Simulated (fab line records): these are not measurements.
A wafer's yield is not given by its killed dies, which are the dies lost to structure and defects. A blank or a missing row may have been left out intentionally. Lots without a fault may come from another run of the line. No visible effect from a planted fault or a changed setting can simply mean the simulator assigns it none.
Matching of chambers | flow nand-harc | NHARC_A_CHANNEL_FILL_D2_ETCHBACK_20 on rie-diel-13: 4 sister chambers
The step etches the open film in C4F8/O2/Ar, target depth 27 nm, time 13.5 s. 24 wafers are shown with their chamber, then 12 later ones without.

EACH WAFER AND ITS CHAMBER
wafer  | chamber | rf-vpp-V (V) | rf-fwd-power-W (W) | oes-product-au (a.u.)
L077.4 | 3       | 985          | 588                | 0.991
L077.5 | 0       | 977          | 591                | 1.013
L077.6 | 3       | 984          | 586                | 1.001
L079.1 | 1       | 987          | 591                | 1.013
L079.4 | 0       | 977          | 591                | 1.009
L079.5 | 3       | 982          | 585                | 1.000
L082.2 | 0       | 977          | 589                | 0.995
L082.4 | 1       | 986          | 590                | 1.002
L082.5 | 2       | 983          | 582                | 1.011
L084.1 | 1       | 987          | 591                | 1.010
L084.3 | 3       | 984          | 586                | 0.982
L084.6 | 3       | 984          | 584                | 0.996
L085.3 | 3       | 985          | 583                | 0.988
L085.4 | 2       | 985          | 586                | 0.995
L085.6 | 1       | 986          | 589                | 0.991
L087.1 | 2       | 984          | 584                | 1.014
L087.3 | 0       | 979          | 595                | 0.995
L087.4 | 1       | 986          | 592                | 1.005
L088.2 | 3       | 984          | 588                | 0.984
L088.4 | 2       | 984          | 583                | 1.017
L088.5 | 0       | 977          | 587                | 1.001
L090.1 | 1       | 985          | 591                | 0.998
L090.3 | 3       | 985          | 585                | 0.983
L090.4 | 0       | 978          | 591                | 0.994

SIGNATURES (means of the wafers above)
reading        | chamber 0 | chamber 1 | chamber 2 | chamber 3 | scatter within a chamber
rf-vpp-V       | 977.50    | 986.17    | 984.00    | 984.12    | 0.872
rf-fwd-power-W | 590.67    | 590.67    | 583.75    | 585.62    | 1.89
oes-product-au | 1.00117   | 1.00317   | 1.00925   | 0.99062   | 0.00821
Rule: for a wafer and a chamber, the distance is found by dividing, reading by reading, the gap between the wafer's reading and the chamber's mean by the reading's scatter, squaring, summing and taking the root. If the next closest chamber is less than 2 further off than the closest, the wafer can't be placed; otherwise it belongs to the closest. The scatter: the root of (the sum of the squares of (reading less its chamber's mean) over the shown wafers, divided by (wafers less chambers)).

WAFERS WITHOUT THEIR CHAMBER
wafer  | rf-vpp-V (V) | rf-fwd-power-W (W) | oes-product-au (a.u.)
L091.2 | 984          | 584                | 0.987
L091.3 | 984          | 592                | 0.994
L091.5 | 986          | 582                | 0.991
L093.1 | 977          | 590                | 0.993
L093.3 | 983          | 584                | 0.984
L093.5 | 987          | 590                | 1.013
L095.2 | 986          | 595                | 0.992
L095.4 | 979          | 590                | 1.007
L095.5 | 977          | 592                | 1.006
L097.2 | 985          | 584                | 1.002
L097.3 | 986          | 592                | 1.014
L097.4 | 983          | 585                | 0.996

THE CHAMBER EACH PASSED THROUGH
wafer  | from the rows above          | in truth
L091.2 | can't be placed: 3 or 2      | 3
L091.3 | can't be placed: 1 or 3 or 2 | 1
L091.5 | can't be placed: 3 or 2 or 1 | 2
L093.1 | 0                            | 0
L093.3 | can't be placed: 3 or 2      | 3
L093.5 | 1                            | 1
L095.2 | 1                            | 1
L095.4 | 0                            | 0
L095.5 | 0                            | 0
L097.2 | can't be placed: 2 or 3      | 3
L097.3 | 1                            | 1
L097.4 | can't be placed: 3 or 2      | 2
Correct placement for 6 of the 12. Can't be placed from these rows: 6 (the true chamber is among the candidates in 6). 0 placed wrongly.
